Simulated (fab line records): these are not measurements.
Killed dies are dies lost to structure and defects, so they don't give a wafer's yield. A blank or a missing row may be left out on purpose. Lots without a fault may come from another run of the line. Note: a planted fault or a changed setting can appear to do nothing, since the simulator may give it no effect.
Comparing a struck lot with a sound one :: flow n5_finfet :: 43 out of 1938 route steps
Sound: these wafers, L351.2, L351.3, L351.6. Wafers struck: L365.2, L365.3, L365.5. The cause is named last.
Each step with rows lists, per side, the tool, then ch with its chambers, then its first start. Under that, the readings that differ: sound wafers :: struck wafers :: difference of the means :: sigmas: that difference in standard deviations of wafers without a fault.
alike: readings whose means differ by less than 2 such deviations, and words and numbers that are the same on both sides. not compared: withheld readings, readings that some wafer has no value for, bounds like >300 that may hide the same value, and numbers for which the record gives no deviation and whose values overlap.
The two part at a step that has a row with sigmas, a row that says differs or no value, or rows on one side only. When numbers do not overlap yet have no deviation, they are printed without sigmas and do not part them. Lack of a reading on every wafer of one side parts them only where that side has two or more wafers.

first, 1 step without rows for these wafers: N5_SD_EPI_P_STRIP_38 (strips in N2/H2).
N5_SD_EPI_P_ETCHBACK_46: etches SiNx in CH3F/O2, stops on SiO2, target depth 17.5 nm.
  sound on rie_diel-03 ch 0,2, day 3 13:18; struck on rie_diel-02 ch 1,3, day 7 00:52
reading: oes_product_au (a.u.)
sound: 0.84 0.59 0.83
struck: 0.59 0.59 0.60
difference: -0.16
sigmas: -2

reading: throttle_valve_pct (%)
sound: 16.08 16.22 16.08
struck: 16.53 16.81 16.81
difference: +0.59
sigmas: +2
  alike: O2_flow_sccm, drypump_motor_current_A, mfc_ar_sccm, rf_vpp_V, showerhead_plenum_p_Torr
  not compared: rf_hours_counter_h
N5_SD_EPI_P_ETCH_47: etches SiOCN in CH3F/O2, target depth 25 nm.
  sound on rie_diel-03 ch 0,2, day 3 13:24; struck on rie_diel-02 ch 1,3, day 7 00:58
reading: throttle_valve_pct (%)
sound: 16.04 16.20 16.04
struck: 16.50 16.81 16.80
difference: +0.61
sigmas: +2
  alike: O2_flow_sccm, drypump_motor_current_A, mfc_ar_sccm, oes_product_au, rf_vpp_V, showerhead_plenum_p_Torr
  not compared: rf_hours_counter_h
then, 2 steps without rows for these wafers: N5_SD_EPI_P_ETCH_16 (etches SiO2 in CHF3/O2, target depth 5 nm); N5_SD_EPI_P_STRIP_50 (strips in CHF3/O2).
N5_SD_EPI_P_SD_RECESS_17: chemistry HBr/Cl2/O2, target depth 39.1 nm, bt time 3 s.
  sound on rie_si-01 ch 1,2,3, day 3 13:35; struck on rie_si-01 ch 0,1,3, day 7 01:08
  alike: O2_flow_sccm, drypump_motor_current_A, oes_product_au, throttle_valve_pct
  not compared: rf_hours_counter_h
then, 6 steps without rows for these wafers: N5_SD_EPI_P_WET_ETCH_45 (etches SiO2 in dHF, time 10.7 s, target depth 2 nm, rinse time 30 s); N5_SD_EPI_P_STRIP_40 (strips in N2/H2); N5_SD_EPI_P_PRECLEAN_52 (cleans in O3/DIW, time 60 s); N5_SD_EPI_P_SRD_20 (time 30 s); N5_SD_EPI_P_PRECLEAN_51 (cleans in NF3:NH3, afs cycles 1, time 20 s, sublimation time 60 s); N5_SD_EPI_P_VAPOR_ETCH_44 (etches SiGe30 in NF3/Ar, time 3.3 s).
N5_SD_EPI_P_EPI_21: deposits SiGe:B, time 355 s.
  sound on epi_rpcvd-03 ch 0, day 3 14:37; struck on epi_rpcvd-03 ch 0, day 7 02:10
reading: epi_growth_time_s (s)
sound: 355 355 355
struck: 672.78 672.78 672.78
difference: +317.78
sigmas: 

reading: model.SiGe-B_of_SD_EPI_P_EPI_21.thk_nm (nm)
sound: 60.4 59.4 60.6
struck: 90.2 92.6 91.6
difference: +31.3
sigmas: 
N5_SD_EPI_P_EPI_MEAS_23:
  sound on film_metro-02, day 3 16:28; struck on film_metro-02, day 7 04:01
reading: thk_nm (nm)
sound: 59.5 59.1 59.7
struck: 90.8 92.9 91.9
difference: +32.4
sigmas: +27
then, 6 steps without rows for these wafers: N5_SD_EPI_P_HM_STRIP_48 (strips SiNx in H3PO4, material SiNx, target depth 3 nm); N5_SD_EPI_P_SRD_49 (time 30 s); N5_SD_EPI_P_PRECLEAN_24 (cleans in O3/DIW, time 45 s); N5_SD_EPI_P_PRECLEAN_32 (cleans in dHF, time 10 s); N5_SD_EPI_P_PRECLEAN_33 (cleans in SC2, time 45 s); N5_SD_EPI_P_SRD_25 (time 30 s).
N5_SD_EPI_P_INSPECT_26: inspects for defects (darkfield).
  sound on defect_inspect-01, day 3 16:41; struck on defect_inspect-02, day 7 04:11
  alike: raw_defect_count
then, 2 steps without rows for these wafers: N5_SD_ACTIVATION_RTA_00 (time 0 s); N5_SD_ACTIVATION_LSA_01 (time 0.0008 s).
N5_SD_ACTIVATION_RS_MEAS_03: uses a four-point probe to measure.
  sound on film_metro-02, day 3 17:20; struck on film_metro-02, day 7 04:40
reading: RS_SD_N (ohm/sq)
sound: 22.56 22.08 22.28
struck: 21.66 21.57 21.89
difference: -0.60
sigmas: -2

reading: RS_SD_P (ohm/sq)
sound: 56.2 57.1 56.6
struck: 37.6 36.5 36.7
difference: -19.7
sigmas: -22
N5_SD_ACTIVATION_INSPECT_02: inspects for defects (darkfield).
  sound on defect_inspect-01, day 3 17:38; struck on defect_inspect-01, day 7 04:58
  alike: raw_defect_count
then, 4 steps without rows for these wafers: N5_ILD0_LINER_00 (material SiNx, target thk 4 nm, pulse time 1 s, purge time 2 s); N5_ILD0_FCVD_FILL_01 (material SiO2 flowable, target thk 200 nm, time 328.3 s); N5_ILD0_CURE_02 (time 1800 s); N5_ILD0_CMP_03 (polishes, stops on SiNx, t overpolish 1.9 s, target thk 197.38 nm).
N5_ILD0_THK_MEAS_04:
  sound on film_metro-02, day 3 20:23; struck on film_metro-02, day 7 07:41
  alike: thk_nm
N5_ILD0_CMP_07: polishes SiO2 flowable, stops on poly-Si, t overpolish 1.18 s, target thk 138.88 nm.
  sound on cmp-02 ch 0,1, day 3 20:25; struck on cmp-03 ch 0,1,2, day 7 07:47
  alike: motor_current_A
N5_ILD0_THK_MEAS_08:
  sound on film_metro-02, day 3 20:43; struck on film_metro-02, day 7 08:00
  alike: thk_nm
then, 2 steps without rows for these wafers: N5_ILD0_PRECLEAN_10 (cleans in NF3:NH3, afs cycles 5, time 20 s, sublimation time 60 s); N5_ILD0_ALD_15 (deposits SiNx, target thk 24 nm, pulse time 1 s, ald cycles 480).
N5_ILD0_CMP_12: polishes SiNx, stops on poly-Si, t overpolish 6 s, target thk 17.67 nm.
  sound on cmp-04 ch 1,2,3, day 3 23:40; struck on cmp-02 ch 1,2,3, day 7 10:57
  alike: motor_current_A, overpolish_run_s, time_to_endpoint_s
N5_ILD0_THK_MEAS_13:
  sound on film_metro-02, day 4 00:12; struck on film_metro-01, day 7 11:13
  alike: thk_nm
N5_ILD0_INSPECT_06: inspects for defects (darkfield).
  sound on defect_inspect-02, day 4 00:14; struck on defect_inspect-01, day 7 11:14
reading: raw_defect_count
sound: 21 29 45
struck: 107 39 92
difference: +48
sigmas: +3
then, 4 steps without rows for these wafers: N5_SDB_HM_DEP_00 (deposits SiNx from SiH4/NH3/N2, target thk 40 nm, time 35.3 s); N5_SDB_COAT_03 (time 60 s, resist thk 100 nm); N5_SDB_COAT_04 (time 60 s, resist thk 18 nm); N5_SDB_COAT_05 (resist thk 90 nm).
N5_MOL_CONTACT_COAG_ETCH_110: etches Si in CF4/O2, target depth 2.5 nm, time 8 s.
  sound on rie_diel-04 ch 1,2,3, day 4 23:38; struck on rie_diel-05 ch 1,2,3, day 8 09:25
reading: model.SiGe-B_of_SD_EPI_P_EPI_21.thk_nm (nm)
sound: 57.6 56.6 57.6
struck: 85.8 88.2 87.2
difference: +29.8
sigmas: 
  alike: O2_flow_sccm, cf4_flow_sccm, drypump_motor_current_A, mfc_ar_sccm, oes_product_au, rf_vpp_V, showerhead_plenum_p_Torr, throttle_valve_pct
  not compared: rf_hours_counter_h
-- a jump in the record: the struck wafers' starts before and after are 3 days apart (it breaks off in module MOL_CONTACT_COAG and resumes in module BEOL_M4, where the first step shown is number 1111 of the route) --
N5_BEOL_M4_RC_MEAS_101:
  sound on prober-01 ch 0, day 8 13:41; struck on prober-02 ch 0, day 11 20:56
reading: ION_P (uA/um)
sound: 463 467 465
struck: 489 480 477
difference: +17
sigmas: +3

reading: RS_SD_P (ohm/sq)
sound: 65.6 66.5 65.9
struck: 43.6 43.2 43.2
difference: -22.7
sigmas: -25

reading: VT_P (mV)
sound: -248.6 -247.0 -246.5
struck: -241.7 -239.2 -242.4
difference: +6.3
sigmas: +2

reading: VT_P_LVT (mV)
sound: -95.6 -96.2 -96.2
struck: -88.0 -88.0 -89.1
difference: +7.6
sigmas: +3
  alike: DIBL_N, DIBL_P, IOFF_N, IOFF_P, ION_N, SS_N, SS_P, VT_N

== WHERE THEY PART ==
Earliest at N5_SD_EPI_P_ETCHBACK_46; latest, in this record, at N5_BEOL_M4_RC_MEAS_101.

WHY: what had been put in by the simulator
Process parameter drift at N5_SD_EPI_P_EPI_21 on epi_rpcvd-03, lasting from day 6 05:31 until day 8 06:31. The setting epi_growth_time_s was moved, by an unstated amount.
